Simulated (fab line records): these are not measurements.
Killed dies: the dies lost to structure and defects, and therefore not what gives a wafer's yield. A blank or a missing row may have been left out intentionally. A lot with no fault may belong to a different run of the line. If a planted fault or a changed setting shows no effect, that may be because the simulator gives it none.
Comparing a struck lot with a sound one :: flow n5 finfet :: 15 out of 1938 route steps
Sound: the wafers L829.4, L829.5, L829.6. Struck: wafer L818.1 (left out: L818.6, a lot-mate that was not struck); the cause follows at the end.
Per side, at each step with rows, come the tool, then ch with its chambers, and then its first start. Under that, the readings that differ: sound wafers :: struck wafers :: difference of the means :: sigmas: that difference in standard deviations of wafers without a fault.
alike: a reading whose means differ by less than 2 such deviations, as well as words and numbers matching on both sides. not compared: withheld readings; readings where some wafer has no value; bounds like >300 that might hide an equal value; numbers whose values overlap and for which the record gives no deviation.
Wherever a step has rows on one side only, a row that says differs or no value, or a row with sigmas, the two part there. Non-overlapping numbers with no deviation appear without sigmas and do not part them. A reading missing from all wafers of one side parts the sides only when that side holds two or more wafers.

first, 4 steps without rows for these wafers: N5_BEOL_M3_SOFTBAKE_23 (time 60 s); N5_BEOL_M3_EXPOSE_25 (exposes mask V2, defocus 5 nm); N5_BEOL_M3_PEB_26 (peb time 60 s); N5_BEOL_M3_DEVELOP_27 (develop time 30 s).
N5_BEOL_M3_CD_MEAS_28: target cd 25.7 nm, target cd y 23.3 nm.
  sound on cd sem-01 ch 0, day 11 21:20; struck on cd sem-01 ch 0, day 8 21:41
  alike: cd nm
N5_BEOL_M3_OVL_MEAS_29:
  sound on overlay-01 ch 0, day 11 21:22; struck on overlay-02 ch 0, day 8 21:43
  alike: V2_OVL
N5_BEOL_M3_INSPECT_30: inspects for defects (brightfield).
  sound: defect inspect-02 at day 11 21:25; struck: defect inspect-01 at day 8 21:46
  alike: raw defect count
N5_BEOL_M3_DESCUM_33: chemistry O2, time 7 s.
  sound on rie diel-02 ch 1,2, day 11 21:28; struck on rie diel-06 ch 1, day 8 21:48
reading: rf vpp V (V)
sound: 241.1 242.6 240.8
struck: 244.7
difference: +3.2
sigmas: +2

reading: showerhead plenum p Torr (Torr)
sound: 2.01 2.06 2.01
struck: 2.16
difference: +0.13
sigmas: +2
  alike: bias power w, drypump motor current A, oes product au, throttle valve pct
  not compared: rf hours counter h
N5_BEOL_M3_ETCH_77: etches underlayer in N2/H2, target depth 6.5 nm, time 5.2 s.
  sound on rie diel-02 ch 1,2, day 11 21:30; struck on rie diel-06 ch 1, day 8 21:50
reading: showerhead plenum p Torr (Torr)
sound: 2.44 2.50 2.44
struck: 2.61
difference: +0.15
sigmas: +2
  alike: drypump motor current A, etch rf on time s, oes product au, rf vpp V, throttle valve pct
  not compared: rf hours counter h
N5_BEOL_M3_ETCH_69: etches SiARC in CF4, target depth 15.6 nm, time 26 s.
  sound on rie diel-02 ch 1,2, day 11 21:31; struck on rie diel-06 ch 1, day 8 21:51
reading: showerhead plenum p Torr (Torr)
sound: 2.05 2.11 2.05
struck: 2.19
difference: +0.12
sigmas: +2
  alike: drypump motor current A, etch rf on time s, oes product au, rf vpp V, throttle valve pct
  not compared: rf hours counter h
N5_BEOL_M3_ALD_98: deposits SiO2, target thk 2.5 nm, pulse time 1 s, co reactant pulse time 1 s.
  sound on ald sin-02 ch 1,2,3, day 11 21:36; struck on ald sin-02 ch 3, day 8 21:58
  alike: heater power w, precursor pulse height rel
N5_BEOL_M3_ETCHBACK_99: etches SiO2 in CHF3, target depth 5 nm, time 10.4 s.
  sound on rie diel-04 ch 0,1, day 12 04:11; struck on rie diel-02 ch 1, day 8 22:16
  alike: drypump motor current A, oes product au, rf vpp V, showerhead plenum p Torr, throttle valve pct
  not compared: rf hours counter h
N5_BEOL_M3_ETCH_70: etches SOC in N2/H2, target depth 80 nm, overetch 16 nm, time 120 s.
  sound on rie diel-04 ch 0,1, day 12 04:13; struck on rie diel-02 ch 1, day 8 22:18
reading: rf vpp V (V)
sound: 527.4 527.9 526.3
struck: 521.5
difference: -5.7
sigmas: -3

reading: run length s (s)
sound: 143.5 142.5 143.4
struck: 135.7
difference: -7.4
sigmas: -20

reading: model.SiARC_of_BEOL_M3_COAT_68.thk nm (nm)
sound: 6.4 6.2 6.4
struck: 6.8
difference: +0.5
sigmas: 
  alike: drypump motor current A, oes product au, showerhead plenum p Torr, throttle valve pct
  not compared: rf hours counter h
then, 1 step without rows for these wafers: N5_BEOL_M3_STRIP_71 (strips in N2/H2).
N5_BEOL_M4_RC_MEAS_101:
  sound on prober-01 ch 0, day 12 16:26; struck on prober-01 ch 0, day 9 17:49
reading: SS_N (mV/dec)
sound: 71.2 71.4 71.7
struck: 73.2
difference: +1.8
sigmas: +3
  alike: DIBL_N, DIBL_P, IOFF_N, IOFF_P, ION_N, ION_P, SS_P, VT_N, VT_P

## WHERE THEY PART
At N5_BEOL_M3_DESCUM_33 first; at N5_BEOL_M4_RC_MEAS_101 last (within this record only).

WHY: what the simulator had put in
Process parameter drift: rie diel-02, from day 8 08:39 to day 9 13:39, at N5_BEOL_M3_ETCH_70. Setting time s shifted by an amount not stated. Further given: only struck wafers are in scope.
